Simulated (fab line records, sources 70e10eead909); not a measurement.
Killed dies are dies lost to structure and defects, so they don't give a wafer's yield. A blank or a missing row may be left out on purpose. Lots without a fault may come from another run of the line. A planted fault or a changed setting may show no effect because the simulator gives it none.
fab line records | flow nand_harc
record lots=6 wafers=18 last_day=24
route steps=1159 shown THIN_TSV@1139 END@1159
lots that met no fault: from a run of the same line without faults
start_h: hours from the record's first day to the start of the lot's first wafer shown | wait_h: hours since the lot's step before | " the same as in the row above | L1.1+2: a row that stands for several wafers | - no value, or no start given | * or withheld: withheld | < > ~ a bound
route shown NAME@n: a module of which the file shows steps, and the number in the route of the first | usual: mean/standard deviation of fault-free wafers | same: alike in all rows | chamber/n: place in a boat | sites: the reading at each site | _std_site: their standard deviation | _edge_site: outer sites' mean less inner sites' | radius_mm: how far each site lies from the wafer's centre | mask NAME#n: copy n | behind: the tool/chamber that last shaped the wafer | hold: why the lot was held/for how many hours/how that ended | device: the transistor (n, p or np) that didn't switch | end of line: the same wafers' tests at the end of the route | a step without rows: its recipe alone | killed: dies lost to structure and defects at the first sort, not the wafer's yield | map: a wafer's dies, x killed, . not, _ none there
set.NAME: the setting as run; set.NAME@STEP: as run at that earlier step | model.NAME: the simulator's own value behind a step, which no gauge read
lots at some steps of the route; a table a step, a row a wafer
services: from which hour (start_h, from the record's first day; less than 0 if before it) a tool's chamber was out of use, for how many hours, and why
## steps
# step NHARC_THIN_TSV_PVD_24
# recipe target_thk_a=8000 power_w=withheld chamber_pressure_pa=withheld substrate_temp_c=withheld time_s=withheld gas=Ar material=Al
# step NHARC_THIN_TSV_DEHYDRATE_25
# recipe temp_c=150 time_s=120
# step NHARC_THIN_TSV_HMDS_26
# recipe time_s=30
# step NHARC_THIN_TSV_COAT_27
# recipe spin_rpm=*
# step NHARC_THIN_TSV_SOFTBAKE_28
# recipe temp_c=122 time_s=95
# step NHARC_THIN_TSV_EBR_29
# step NHARC_THIN_TSV_EXPOSE_30
# recipe na=0.55 dose_mj=11.47 mask_id=PAD
# step NHARC_THIN_TSV_PEB_31
# recipe peb_temp_c=118 peb_time_s=85
# step NHARC_THIN_TSV_DEVELOP_32
# recipe time_s=70
# step NHARC_THIN_TSV_CD_MEAS_33
# recipe target_cd_nm=5000 landing_energy_ev=500
# usual cd_nm=5000.7/1.9
# same landing_energy_ev=500
# columns lot.wafer tool chamber start_h wait_h cd_nm
L498.3 cd_sem-01 0 441.73 - 5001.6
L498.4 " 0 " " 5003.0
L498.6 " 0 " " 5000.9
L496.1 cd_sem-03 0 443.17 - 4997.5
L496.2 " 0 " " 4997.5
L496.6 " 0 " " 4999.4
L507.1 cd_sem-01 0 507.49 - 4999.6
L507.4 " 0 " " 5002.9
L507.5 " 0 " " 5001.0
L510.1 cd_sem-01 0 508.66 - 5004.5
L510.3 " 0 " " 5000.8
L510.6 " 0 " " 5003.5
L509.3 cd_sem-02 0 532.37 - 5000.1
L509.4 " 0 " " 4997.9
L509.6 " 0 " " 4997.7
L516.1 cd_sem-01 0 567.91 - 5002.4
L516.4 " 0 " " 4998.3
L516.5 " 0 " " 5000.4
# step NHARC_THIN_TSV_HARDBAKE_34
# recipe temp_c=125 time_s=80
# step NHARC_THIN_TSV_DESCUM_35
# recipe time_s=3 o2_flow_sccm=200 ar_flow_sccm=0 bias_power_w=0 chemistry=O2
# usual drypump_motor_current_A=5.7/0.43 oes_product_au=1.001/0.0086 rf_vpp_V=57.7/0.89 showerhead_plenum_p_Torr=1.90/0.099 throttle_valve_pct=11.311/0.0088
# columns lot.wafer tool chamber start_h wait_h drypump_motor_current_A oes_product_au rf_hours_counter_h rf_vpp_V showerhead_plenum_p_Torr throttle_valve_pct
L498.3 rie_diel-13 0 441.88 - 5.3 0.977 9 57.8 1.80 11.314
L498.4 " 2 " " 5.8 1.003 9 56.9 1.80 11.310
L498.6 " 1 " " 6.1 0.994 - 57.6 1.92 11.316
L496.2 rie_diel-13 2 443.33 - 5.7 1.003 9 56.7 1.80 11.320
L496.1 " 1 " " 6.1 0.999 6 57.5 1.92 11.313
L496.6 " 3 " " 5.1 1.001 - 57.4 2.05 11.316
L507.1 rie_diel-05 3 507.66 - 6.4 1.004 18 58.2 2.05 11.325
L507.4 " 0 " " 5.2 1.011 18 57.0 1.77 11.317
L507.5 " 3 " " 6.4 1.012 - 58.7 2.05 11.311
L510.1 rie_diel-13 1 508.81 - 6.1 0.996 4 57.1 1.91 11.299
L510.3 " 0 " " 5.3 0.990 4 57.8 1.80 11.292
L510.6 " 2 " " 5.8 1.007 - 57.8 1.79 11.310
L509.3 rie_diel-05 2 532.54 - 6.3 0.999 0 57.6 2.03 11.302
L509.4 " 3 " " 6.4 1.004 0 58.2 2.05 11.301
L509.6 " 1 " " 5.9 1.014 - 57.4 1.92 11.323
L516.1 rie_diel-13 0 568.08 - 5.3 0.998 8 59.3 1.79 11.321
L516.5 " 3 " " 5.1 0.998 - 58.7 2.04 11.318
L516.4 " 0 " " 5.3 0.997 - 57.3 1.79 11.305
# step NHARC_THIN_TSV_ETCH_59
# recipe target_depth_a=8800 icp_w=900 bias_w=100 Cl2_flow_sccm=60 bcl3_flow_sccm=30 time_s=138.1 chemistry=Cl2/BCl3
# usual drypump_motor_current_A=5.8/0.37 oes_product_au=0.999/0.011 throttle_valve_pct=22.264/0.0087
# columns lot.wafer tool chamber start_h wait_h drypump_motor_current_A oes_product_au rf_hours_counter_h throttle_valve_pct
L498.4 rie_metal-02 0 442.08 0.2 5.4 0.992 - 22.261
L498.3 " 1 " " 6.4 1.019 - 22.263
L498.6 " 1 " " 6.3 1.004 - 22.269
L496.2 rie_metal-01 0 443.45 0.1 6.1 1.018 3.0 22.247
L496.1 " 1 " " 5.5 1.005 3.0 22.273
L496.6 " 1 " " 5.5 0.995 - 22.271
L507.1 rie_metal-02 1 507.79 0.1 6.3 0.894 3.4 22.268
L507.4 " 1 " " 6.3 0.890 - 22.279
L507.5 " 1 " " 6.3 0.891 - 22.248
L510.1 rie_metal-01 0 508.98 0.2 6.2 0.999 5.4 22.270
L510.3 " 1 " " 5.5 1.000 - 22.262
L510.6 " 0 " " 6.2 1.007 - 22.252
L509.3 rie_metal-02 0 532.73 0.2 5.5 0.878 - 22.273
L509.4 " 1 " " 6.3 0.892 - 22.250
L509.6 " 1 " " 6.3 0.890 - 22.261
L516.1 rie_metal-03 0 568.26 0.2 6.0 0.990 2.5 22.275
L516.4 " 1 " " 5.4 1.005 - 22.257
L516.5 " 0 " " 6.0 1.000 - 22.263
# step NHARC_THIN_TSV_ETCH_36
# recipe target_depth_a=650 over_etch_frac=0.3 time_s=18.571 ion_energy_ev=150 chemistry=Cl2/BCl3
# usual drypump_motor_current_A=5.8/0.37 oes_product_au=0.998/0.01
# columns lot.wafer tool chamber start_h wait_h drypump_motor_current_A oes_product_au rf_hours_counter_h
L498.3 rie_metal-02 1 442.28 0.1 6.4 1.001 -
L498.4 " 0 " " 5.5 0.986 -
L498.6 " 0 " " 5.5 0.991 -
L496.2 rie_metal-01 0 443.71 0.2 6.2 1.016 3.2
L496.1 " 1 " " 5.5 1.000 3.2
L496.6 " 0 " " 6.2 1.012 -
L507.1 rie_metal-02 1 508.26 0.4 6.3 1.001 3.6
L507.4 " 1 " " 6.3 0.987 -
L507.5 " 1 " " 6.3 1.001 -
L510.1 rie_metal-03 1 509.23 0.2 5.4 1.010 1.4
L510.3 " 0 " " 6.0 0.996 -
L510.6 " 0 " " 6.0 0.985 -
L509.3 rie_metal-02 0 532.93 0.2 5.5 0.982 -
L509.4 " 1 " " 6.3 0.995 -
L509.6 " 0 " " 5.5 0.991 -
L516.1 rie_metal-03 1 568.49 0.2 5.4 1.005 2.7
L516.4 " 0 " " 6.0 1.003 -
L516.5 " 1 " " 5.4 1.016 -
# step NHARC_END_SORT_01
# recipe temp_c=25
# usual defect_limited_yield=95.5/1.8 killed_at_array=27/11 killed_at_other=0.6/1 killed_at_periphery=3.0/2.1 killed_dies=31/12 killed_open=3.2/1.7 killed_short=1.7/1.4 sort_bin_2_pct=1.4/0.68 sort_bin_3_pct=0.25/0.2 sort_bin_4_pct=2.9/1.2 sort_n_pass=646/12 sort_rim_yield_pct=95.7/2.8 sort_yield_pct=95.5/1.8
# same gross_dies=677 sort_bin_5_pct[%]=0 sort_bin_6_pct[%]=0 sort_bin_7_pct[%]=0 sort_bin_8_pct[%]=0 sort_rim_n_gross=106.00
# columns lot.wafer tool chamber start_h wait_h defect_limited_yield[%] killed_at_array killed_at_other killed_at_periphery killed_dies killed_open killed_short sort_bin_2_pct[%] sort_bin_3_pct[%] sort_bin_4_pct[%] sort_n_pass sort_rim_yield_pct[%] sort_yield_pct[%]
L498.3 prober-02 0 462.39 3.1 97.0 20 0 0 20 3 3 1.2 0 1.8 657 97.2 97.0
L498.4 prober-02 0 463.19 3.4 97.0 19 0 1 20 2 0 0.7 0.44 1.8 657 99.1 97.0
L498.6 prober-02 0 464.80 4.0 96.8 18 1 3 22 4 2 0.4 0.59 2.2 655 100.0 96.8
L507.1 prober-01 0 519.22 2.5 0 39 637 1 677 3 1 2.7 94.09 3.2 0 0 0
L507.4 prober-01 0 521.66 3.4 0 44 627 6 677 8 1 2.1 92.76 5.2 0 0 0
L507.5 prober-01 0 522.48 3.8 0 36 639 2 677 2 2 1.9 94.83 3.2 0 0 0
L510.1 prober-02 0 521.65 2.5 95.6 27 0 3 30 4 3 1.9 0.15 2.4 647 98.1 95.6
L510.3 prober-02 0 523.25 3.1 91.9 39 3 13 55 6 9 2.7 0.59 4.9 622 98.1 91.9
L510.6 prober-02 0 525.66 4.0 94.2 34 0 5 39 5 3 1.5 0.44 3.8 638 95.3 94.2
L509.3 prober-02 0 541.65 3.1 0 29 644 4 677 4 1 1.3 95.42 3.2 0 0 0
L509.4 prober-02 0 542.44 3.4 0 30 643 4 677 3 3 1.8 95.27 3.0 0 0 0
L509.6 prober-02 0 544.04 4.0 0 32 643 2 677 3 2 2.2 95.57 2.2 0 0 0
L516.1 prober-01 0 576.85 2.5 91.7 49 1 6 56 3 2 2.4 0.59 5.3 621 95.3 91.7
L516.4 prober-01 0 579.28 3.4 92.2 48 0 5 53 2 2 2.1 0.30 5.5 624 97.2 92.2
L516.5 prober-01 0 580.10 3.7 93.4 38 2 5 45 2 5 1.9 0.30 4.4 632 96.2 93.4
# killed by level:class
L498.3 A_SLIT:chamber_film_flake=8 A_CHANNEL_HOLE_D1:chamber_film_flake=4 A_ONON_D1:geometric_particle:short=2 A_CONTACT:geometric_particle:open=2 A_CONTACT:chamber_film_flake=2 A_CHANNEL_FILL_D1:geometric_particle:short=1 A_WL_FILL:geometric_particle:open=1
L498.4 A_SLIT:chamber_film_flake=9 A_CHANNEL_HOLE_D1:chamber_film_flake=5 A_CONTACT:chamber_film_flake=2 P_M0:geometric_particle:open=1 A_CONTACT:geometric_particle:open=1 A_CHANNEL_FILL_D1:chamber_film_flake=1 A_STAIRCASE:chamber_film_flake=1
L498.6 A_SLIT:chamber_film_flake=6 A_CHANNEL_HOLE_D1:chamber_film_flake=4 A_CHANNEL_FILL_D1:geometric_particle:open=2 A_CHANNEL_FILL_D1:chamber_film_flake=2 A_CONTACT:chamber_film_flake=2 P_M1:geometric_particle:open=1 P_M2:geometric_particle:short=1 A_CHANNEL_FILL_D1:geometric_particle:short=1
L507.1 THIN_TSV:area_etch=637 A_SLIT:chamber_film_flake=16 A_CHANNEL_HOLE_D1:chamber_film_flake=12 A_STAIRCASE:chamber_film_flake=3 A_CONTACT:chamber_film_flake=3 A_ONON_D1:geometric_particle:open=2 P_STI:geometric_particle:short=1 A_M0:geometric_particle:open=1
L510.1 A_SLIT:chamber_film_flake=13 A_CONTACT:chamber_film_flake=4 P_STI:chamber_film_flake=2 A_STAIRCASE:chamber_film_flake=2 P_M0:geometric_particle:open=1 A_ONON_D1:geometric_particle:open=1 A_STAIRCASE:geometric_particle:short=1 A_SGD_CUT:geometric_particle:short=1
L507.4 THIN_TSV:area_etch=626 A_SLIT:chamber_film_flake=18 A_CHANNEL_HOLE_D1:chamber_film_flake=13 A_M0:geometric_particle:open=3 P_GATE:chamber_film_flake=3 A_WL_FILL:chamber_film_flake=3 P_M0:geometric_particle:open=2 A_CONTACT:geometric_particle:open=2
L507.5 THIN_TSV:area_etch=639 A_SLIT:chamber_film_flake=12 A_CHANNEL_HOLE_D1:chamber_film_flake=9 A_CONTACT:chamber_film_flake=5 A_STAIRCASE:chamber_film_flake=3 P_ZERO_WELL:chamber_film_flake=2 A_ONON_D1:geometric_particle:short=1 A_WL_FILL:geometric_particle:short=1
L510.3 A_SLIT:chamber_film_flake=18 P_STI:chamber_film_flake=8 A_CHANNEL_HOLE_D1:chamber_film_flake=4 A_CONTACT:geometric_particle:open=3 A_STAIRCASE:chamber_film_flake=3 A_SOURCE_PLATE:geometric_particle:short=2 P_GATE:chamber_film_flake=2 THIN_TSV:chamber_film_flake=2
L510.6 A_SLIT:chamber_film_flake=17 A_STAIRCASE:chamber_film_flake=5 A_CHANNEL_HOLE_D1:chamber_film_flake=4 A_CONTACT:geometric_particle:open=2 P_GATE:chamber_film_flake=2 A_CONTACT:chamber_film_flake=2 P_GATE:geometric_particle:short=1 P_CONTACT:geometric_particle:open=1
L509.3 THIN_TSV:area_etch=644 A_CHANNEL_HOLE_D1:chamber_film_flake=16 A_CONTACT:chamber_film_flake=8 P_GATE:chamber_film_flake=2 P_ZERO_WELL:geometric_particle:open=1 P_M0:geometric_particle:open=1 A_CHANNEL_HOLE_D1:geometric_particle:short=1 A_SGD_CUT:geometric_particle:open=1
L509.4 THIN_TSV:area_etch=643 A_CHANNEL_HOLE_D1:chamber_film_flake=17 A_CONTACT:chamber_film_flake=5 P_GATE:chamber_film_flake=3 A_STAIRCASE:chamber_film_flake=2 P_CONTACT:geometric_particle:short=1 A_CHANNEL_FILL_D1:geometric_particle:open=1 A_WL_FILL:geometric_particle:short=1
L509.6 THIN_TSV:area_etch=643 A_CHANNEL_HOLE_D1:chamber_film_flake=16 A_CONTACT:chamber_film_flake=7 A_STAIRCASE:chamber_film_flake=4 P_CONTACT:geometric_particle:open=1 A_CHANNEL_HOLE_D1:geometric_particle:open=1 A_CHANNEL_FILL_D1:geometric_particle:short=1 A_CONTACT:geometric_particle:short=1
L516.1 A_SLIT:chamber_film_flake=18 A_STAIRCASE:chamber_film_flake=11 A_CHANNEL_HOLE_D1:chamber_film_flake=9 A_CONTACT:chamber_film_flake=6 P_BONDPAD:chamber_film_flake=4 P_STI:chamber_film_flake=2 A_CHANNEL_FILL_D1:geometric_particle:open=1 A_WL_FILL:geometric_particle:short=1
L516.4 A_SLIT:chamber_film_flake=17 A_CONTACT:chamber_film_flake=12 A_STAIRCASE:chamber_film_flake=9 A_CHANNEL_HOLE_D1:chamber_film_flake=7 P_BONDPAD:chamber_film_flake=3 A_SGD_CUT:geometric_particle:short=2 P_M0:geometric_particle:open=1 A_CHANNEL_FILL_D1:geometric_particle:open=1
L516.5 A_SLIT:chamber_film_flake=13 A_CHANNEL_HOLE_D1:chamber_film_flake=8 A_STAIRCASE:chamber_film_flake=7 A_CONTACT:chamber_film_flake=7 P_BONDPAD:chamber_film_flake=2 P_GATE:geometric_particle:short=1 P_M0:geometric_particle:open=1 A_ONON_D1:geometric_particle:short=1
# map L507.1 (x killed, . not)
____________x____________
_________xxxxxxx_________
_______xxxxxxxxxxx_______
______xxxxxxxxxxxxx______
_____xxxxxxxxxxxxxxx_____
____xxxxxxxxxxxxxxxxx____
____xxxxxxxxxxxxxxxxx____
___xxxxxxxxxxxxxxxxxxx___
___xxxxxxxxxxxxxxxxxxx___
__xxxxxxxxxxxxxxxxxxxxx__
__xxxxxxxxxxxxxxxxxxxxx__
_xxxxxxxxxxxxxxxxxxxxxxx_
_xxxxxxxxxxxxxxxxxxxxxxx_
_xxxxxxxxxxxxxxxxxxxxxxx_
_xxxxxxxxxxxxxxxxxxxxxxx_
_xxxxxxxxxxxxxxxxxxxxxxx_
xxxxxxxxxxxxxxxxxxxxxxxxx
xxxxxxxxxxxxxxxxxxxxxxxxx
xxxxxxxxxxxxxxxxxxxxxxxxx
xxxxxxxxxxxxxxxxxxxxxxxxx
xxxxxxxxxxxxxxxxxxxxxxxxx
_xxxxxxxxxxxxxxxxxxxxxxx_
_xxxxxxxxxxxxxxxxxxxxxxx_
_xxxxxxxxxxxxxxxxxxxxxxx_
_xxxxxxxxxxxxxxxxxxxxxxx_
_xxxxxxxxxxxxxxxxxxxxxxx_
__xxxxxxxxxxxxxxxxxxxxx__
__xxxxxxxxxxxxxxxxxxxxx__
___xxxxxxxxxxxxxxxxxxx___
___xxxxxxxxxxxxxxxxxxx___
____xxxxxxxxxxxxxxxxx____
____xxxxxxxxxxxxxxxxx____
_____xxxxxxxxxxxxxxx_____
______xxxxxxxxxxxxx______
_______xxxxxxxxxxx_______
_________xxxxxxx_________
____________x____________
# map L509.3 (x killed, . not)
____________x____________
_________xxxxxxx_________
_______xxxxxxxxxxx_______
______xxxxxxxxxxxxx______
_____xxxxxxxxxxxxxxx_____
____xxxxxxxxxxxxxxxxx____
____xxxxxxxxxxxxxxxxx____
___xxxxxxxxxxxxxxxxxxx___
___xxxxxxxxxxxxxxxxxxx___
__xxxxxxxxxxxxxxxxxxxxx__
__xxxxxxxxxxxxxxxxxxxxx__
_xxxxxxxxxxxxxxxxxxxxxxx_
_xxxxxxxxxxxxxxxxxxxxxxx_
_xxxxxxxxxxxxxxxxxxxxxxx_
_xxxxxxxxxxxxxxxxxxxxxxx_
_xxxxxxxxxxxxxxxxxxxxxxx_
xxxxxxxxxxxxxxxxxxxxxxxxx
xxxxxxxxxxxxxxxxxxxxxxxxx
xxxxxxxxxxxxxxxxxxxxxxxxx
xxxxxxxxxxxxxxxxxxxxxxxxx
xxxxxxxxxxxxxxxxxxxxxxxxx
_xxxxxxxxxxxxxxxxxxxxxxx_
_xxxxxxxxxxxxxxxxxxxxxxx_
_xxxxxxxxxxxxxxxxxxxxxxx_
_xxxxxxxxxxxxxxxxxxxxxxx_
_xxxxxxxxxxxxxxxxxxxxxxx_
__xxxxxxxxxxxxxxxxxxxxx__
__xxxxxxxxxxxxxxxxxxxxx__
___xxxxxxxxxxxxxxxxxxx___
___xxxxxxxxxxxxxxxxxxx___
____xxxxxxxxxxxxxxxxx____
____xxxxxxxxxxxxxxxxx____
_____xxxxxxxxxxxxxxx_____
______xxxxxxxxxxxxx______
_______xxxxxxxxxxx_______
_________xxxxxxx_________
____________x____________
## services
# columns tool chamber start_h hours kind
rie_metal-03 - 453.00 9.0 pm
rie_diel-13 - 453.01 9.0 pm
rie_diel-13 0 453.01 9.0 vent_cycle
rie_diel-13 1 453.01 9.0 vent_cycle
rie_diel-13 2 453.01 9.0 vent_cycle
rie_diel-13 3 453.01 9.0 vent_cycle
rie_diel-13 0 462.01 - clean
rie_diel-13 1 462.01 - clean
rie_diel-13 2 462.01 - clean
rie_diel-13 3 462.01 - clean
rie_diel-05 - 480.65 0.8 repair
rie_diel-13 0 486.51 - clean
rie_diel-13 1 486.51 - clean
rie_diel-13 2 486.51 - clean
rie_metal-03 - 493.39 1.0 repair
rie_metal-02 0 506.31 22.0 repair
rie_metal-01 - 509.16 9.0 pm
rie_diel-05 3 512.56 1.2 repair
rie_diel-05 - 517.67 9.0 pm
rie_diel-05 2 533.69 13.7 repair
rie_diel-13 1 556.08 12.6 repair
rie_metal-02 - 565.00 9.0 pm
rie_metal-02 0 565.00 9.0 vent_cycle
rie_metal-02 1 565.00 9.0 vent_cycle
## key
first_sign step=NHARC_THIN_TSV_ETCH_59 reading=oes_product_au direction=down sigmas=10 usual=0.999 struck=0.889
effect step=NHARC_END_SORT_01 reading=killed_at_other direction=up sigmas=99+ usual=0.6 struck=638.8
more_kills_born_at NHARC_THIN_TSV_ETCH_59@rie_metal-02=3832
met_at NHARC_THIN_TSV_ETCH_59
struck_wafers L507.1,L507.4,L507.5,L509.3,L509.4,L509.6
later_rows_left_out L507.1,L507.4,L507.5,L509.3,L509.4,L509.6
onset_between 442.08 507.79
fault kind=process_parameter_drift tool=rie_metal-02 chamber=- onset_h=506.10 steps=NHARC_THIN_TSV_ETCH_59 channel=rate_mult offset=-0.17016 shape=step end_h=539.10
# later_rows_left_out: the simulator's readings of these wafers behind a module that went badly wrong aren't trusted and aren't shown, but for the sort
